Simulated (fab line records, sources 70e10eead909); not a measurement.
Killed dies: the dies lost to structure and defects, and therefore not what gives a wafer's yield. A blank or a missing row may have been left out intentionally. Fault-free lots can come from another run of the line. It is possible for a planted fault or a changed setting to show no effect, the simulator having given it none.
Check of tool commonality | flow nand_harc | Sampled: 12 lots, 36 wafers

REASON IT WAS OPENED
Flagged at NHARC_A_ONON_D1_THK_MEAS_27: reading thk_nm, on 2 of 12 lots. Fault-free wafers read 999 nm, with a standard deviation of 9.9.
Rule: a lot gets a flag if all its wafers with a number sit over 4 standard deviations from that mean, or if no wafer of it has a number. The other lots count as sound.

lot  | measured     | on            | thk_nm (nm), wafer by wafer | flag
L107 | day 7 18:40  | film_metro-01 | 1001 999 1001               |
L109 | day 8 18:03  | film_metro-01 | 1007 1009 1008              |
L112 | day 9 02:50  | film_metro-01 | 1001 1002 1002              |
L115 | day 9 23:30  | film_metro-01 | 992 991 990                 |
L113 | day 9 23:39  | film_metro-01 | 989 988 986                 |
L119 | day 11 02:40 | film_metro-02 | 1615 1614 1614              | FLAGGED
L120 | day 11 19:32 | film_metro-01 | 998 1000 999                |
L121 | day 11 19:32 | film_metro-02 | 1612 1609 1612              | FLAGGED
L123 | day 12 02:08 | film_metro-01 | 1016 1017 1016              |
L128 | day 12 21:43 | film_metro-01 | 1000 1000 1000              |
L125 | day 12 21:58 | film_metro-02 | 998 996 998                 |
L127 | day 13 01:58 | film_metro-02 | 1011 1012 1011              |
On average the flagged lots' numbers are 1613 nm, which is +614 nm against the usual, or +62 standard deviations.

EACH LOT AND THE TOOL IT RAN ON
2 process steps preceding the reading are held in the record, out of 1159 steps in the route. Each cell gives the tool, then ch followed by the chambers the sampled wafers passed through, then the start.
lot  | flag    | NHARC_P_M2_PRE_CLEAN_32         | NHARC_A_ONON_D1_DEP_25
L107 |         | pecvd-01 ch 0,1,2, day 6 02:13  | pecvd_onon-02 ch 0, day 7 18:10
L109 |         | pecvd-03 ch 1,2, day 7 02:29    | pecvd_onon-02 ch 0, day 8 17:36
L112 |         | pecvd-03 ch 0,1,2, day 7 11:59  | pecvd_onon-03 ch 0, day 9 02:17
L115 |         | pecvd-01 ch 0,2, day 8 08:45    | pecvd_onon-04 ch 0, day 9 22:59
L113 |         | pecvd-03 ch 0,1, day 8 07:46    | pecvd_onon-03 ch 0, day 9 23:11
L119 | FLAGGED | pecvd-02 ch 0,1,2, day 9 11:17  | pecvd_onon-03 ch 0, day 11 02:13
L120 |         | pecvd-01 ch 1,2, day 9 23:14    | pecvd_onon-04 ch 0, day 11 19:02
L121 | FLAGGED | pecvd-02 ch 0,1, day 10 00:02   | pecvd_onon-03 ch 0, day 11 19:09
L123 |         | pecvd-01 ch 0,1,2, day 10 10:02 | pecvd_onon-02 ch 0, day 12 01:37
L128 |         | pecvd-03 ch 0,1,2, day 11 06:55 | pecvd_onon-04 ch 0, day 12 21:11
L125 |         | pecvd-02 ch 0,1, day 11 06:44   | pecvd_onon-02 ch 0, day 12 21:28
L127 |         | pecvd-03 ch 0,2, day 11 10:10   | pecvd_onon-04 ch 0, day 13 01:30
What the steps here do:
- NHARC_P_M2_PRE_CLEAN_32: time 12 s.
- NHARC_A_ONON_D1_DEP_25: target thk 1000 nm.
- NHARC_A_ONON_D1_THK_MEAS_27: measures by ellipsometry.

FLAGGED AGAINST TOTAL, ONE TOOL AT A TIME (gauges that did the reading follow at the end)
step                        | tool          | lots run | flagged | share of the flagged lots | sound lots run after its first flagged lot
NHARC_P_M2_PRE_CLEAN_32     | pecvd-01      | 4        | 0       | none                      | -
NHARC_P_M2_PRE_CLEAN_32     | pecvd-02      | 3        | 2       | all                       | 1 (L125)
NHARC_P_M2_PRE_CLEAN_32     | pecvd-03      | 5        | 0       | none                      | -
NHARC_A_ONON_D1_DEP_25      | pecvd_onon-02 | 4        | 0       | none                      | -
NHARC_A_ONON_D1_DEP_25      | pecvd_onon-03 | 4        | 2       | all                       | 0
NHARC_A_ONON_D1_DEP_25      | pecvd_onon-04 | 4        | 0       | none                      | -
NHARC_A_ONON_D1_THK_MEAS_27 | film_metro-01 | 8        | 0       | none                      | -
NHARC_A_ONON_D1_THK_MEAS_27 | film_metro-02 | 4        | 2       | all                       | 2 (L125,L127)

WHAT THE TABLE PERMITS
In the table, 3 rows ran each flagged lot (pecvd-02 at NHARC_P_M2_PRE_CLEAN_32; pecvd_onon-03 at NHARC_A_ONON_D1_DEP_25; film_metro-02 at NHARC_A_ONON_D1_THK_MEAS_27).
- pecvd-02 at NHARC_P_M2_PRE_CLEAN_32 ran 3 lots, 2 of them flagged. Sound lots followed the first flagged one (L125) on it, something a lasting fault affecting the whole tool could not allow.
- pecvd_onon-03 at NHARC_A_ONON_D1_DEP_25 ran 4 lots, 2 of them flagged. It ran its last sound lot, L113, at day 9 23:11 and its first flagged lot, L119, at day 11 02:13: a fault with its onset between the two fits.
- film_metro-02 at NHARC_A_ONON_D1_THK_MEAS_27 ran 4 lots, 2 of them flagged. Sound lots followed the first flagged one (L125, L127) on it, something a lasting fault affecting the whole tool could not allow.
One tool is left: pecvd_onon-03 at NHARC_A_ONON_D1_DEP_25.

WHAT THE SIMULATOR HAD PUT IN
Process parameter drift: pecvd_onon-03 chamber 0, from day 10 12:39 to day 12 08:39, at NHARC_A_ONON_D1_DEP_25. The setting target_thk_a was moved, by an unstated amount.
Struck lots among those shown: L119, L121. The rule above found the same.
